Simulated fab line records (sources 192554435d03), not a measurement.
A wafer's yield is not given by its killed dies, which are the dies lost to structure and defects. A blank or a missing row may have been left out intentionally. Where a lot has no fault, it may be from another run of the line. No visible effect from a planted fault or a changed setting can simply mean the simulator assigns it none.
Lot-split experiment + flow n5 finfet + on a route of 1938 steps: 7 lots, 21 wafers read

## THE SPLIT
At N5_BEOL_M4_ETCH_64 (etches SOC in N2/H2, target depth 75 nm, overetch 22.5 nm, time 121.9 s), the setting bias w was moved away from the recipe's 150 W on 10 of the 21 wafers read, by -15.3% to +13.9%. All remaining wafers had this setting at the recipe value.

The split's own step is where the reading is taken.

## THE READING
rf vpp V, in V, at N5_BEOL_M4_ETCH_64 (etches SOC in N2/H2, target depth 75 nm, overetch 22.5 nm, time 121.9 s). Typical for fault-free wafers on this fab line: 522.7 V, with standard deviation 2.6 V.

| wafer  | tool, chamber at the split | bias w as run, W | against the recipe | rf vpp V, V | against lot-mates on the recipe |
|--------|----------------------------|------------------|--------------------|-------------|---------------------------------|
| L080.1 | rie diel-05, 3             | 150              | recipe             | 521.5       | -                               |
| L080.4 | rie diel-05, 1             | 150              | recipe             | 522.6       | -                               |
| L080.5 | rie diel-05, 0             | 133              | -11.3%             | 486.4       | -35.6                           |
| L083.2 | rie diel-05, 2             | 150              | recipe             | 525.8       | -                               |
| L083.3 | rie diel-05, 1             | 150              | recipe             | 521.6       | -                               |
| L083.4 | rie diel-05, 3             | 150              | recipe             | 522.7       | -                               |
| L084.3 | rie diel-05, 0             | 150              | recipe             | 525.1       | -                               |
| L084.4 | rie diel-05, 3             | 127              | -15.3%             | 469.8       | -56.6                           |
| L084.6 | rie diel-05, 2             | 150              | recipe             | 527.6       | -                               |
| L085.3 | rie diel-01, 2             | 150              | recipe             | 525.3       | -                               |
| L085.4 | rie diel-01, 1             | 141.3            | -5.8%              | 502.3       | -23.0                           |
| L085.6 | rie diel-01, 3             | 141.3            | -5.8%              | 497.9       | -27.4                           |
| L076.1 | rie diel-03, 1             | 135.5            | -9.7%              | 492.1       | no lot-mate on the recipe       |
| L076.2 | rie diel-03, 0             | 135.5            | -9.7%              | 488.9       | no lot-mate on the recipe       |
| L076.3 | rie diel-03, 2             | 135.5            | -9.7%              | 492.4       | no lot-mate on the recipe       |
| L090.1 | rie diel-01, 0             | 150              | recipe             | 519.6       | -                               |
| L090.3 | rie diel-01, 3             | 170.8            | +13.9%             | 561.8       | +39.0                           |
| L090.4 | rie diel-01, 2             | 150              | recipe             | 525.9       | -                               |
| L093.1 | rie diel-05, 2             | 142.1            | -5.3%              | 507.7       | -18.7                           |
| L093.3 | rie diel-05, 1             | 142.1            | -5.3%              | 504.7       | -21.7                           |
| L093.5 | rie diel-05, 0             | 150              | recipe             | 526.4       | -                               |

THE FIT
A straight line over all 21 wafers: rf vpp V changes by +3.25 V for each +1% of bias w; r = +0.99; the points scatter about the line by 3.1 V.
The same after taking each lot's own level away (the mean of its wafers on the recipe; 18 wafers): +3.34 V for each +1%; r = +0.99; scatter 3.3 V.
That fit puts the effect of the largest move of bias w on the reading at 51 V.
From 522.05 to 526.40 V: that is the span of the lots' own levels, equal to 1.7 times the standard deviation above.
Consequently the slope shifts little with the lot-to-lot level, the two slopes agreeing.
Check: with one of the wafers moved furthest among these (-15.3%) left out of the fit, the line predicts -50.6 V for it against its lot-mates. Against them it came out at -56.6 V.
Tool readings at the split's step, against how far the setting was moved: rf vpp V r = +0.99.

## THESE WAFERS: OTHER SPLITS
Before the reading, these wafers also passed through other splits. Each is held against what the fit with the lots' levels taken away leaves over:
| other split on the same wafers           | wafers away from the commonest value | r with rf vpp V (lot level and that fit taken away) |
|------------------------------------------|--------------------------------------|-----------------------------------------------------|
| N5_MOL_CONTACT_COAG_DESCUM_45 time s     | 7                                    | -0.13                                               |
| N5_MOL_CONTACT_COAG_ETCH_67 source w     | 5                                    | -0.08                                               |
| N5_MOL_CONTACT_COAG_CVD_140 target thk a | 9                                    | +0.08                                               |
| N5_BEOL_M0_SAQP_PECVD_00 time s          | 6                                    | -0.24                                               |
| N5_BEOL_M1_COAT_05 spin rpm              | 10                                   | -0.05                                               |
| N5_BEOL_M1_ETCH_64 time s                | 7                                    | +0.18                                               |
| N5_BEOL_M3_HM_DEP_02 target thk a        | 7                                    | -0.18                                               |
| N5_BEOL_M4_DESCUM_16 time s              | 6                                    | +0.21                                               |

## THE WHOLE CHAIN: every reading that the file lists as answering this split, in the file's order
| step               | what it does                                                            | reading                                                                          | change (the file's fit)                | r (the file's) |
|--------------------|-------------------------------------------------------------------------|----------------------------------------------------------------------------------|----------------------------------------|----------------|
| N5_BEOL_M4_ETCH_64 | etches SOC in N2/H2, target depth 75 nm, overetch 22.5 nm, time 121.9 s | rf vpp V                                                                         | +3.35 V for each +1% of the setting    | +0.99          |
| N5_BEOL_M4_ETCH_64 | etches SOC in N2/H2, target depth 75 nm, overetch 22.5 nm, time 121.9 s | SiARC_of_BEOL_M4_COAT_62.thk nm (the simulator's own value, which no gauge read) | -0.0761 nm for each +1% of the setting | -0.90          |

## THE FILE'S OWN FIT
rf vpp V changes by +3.35 V for each +1% of bias w, r = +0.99.
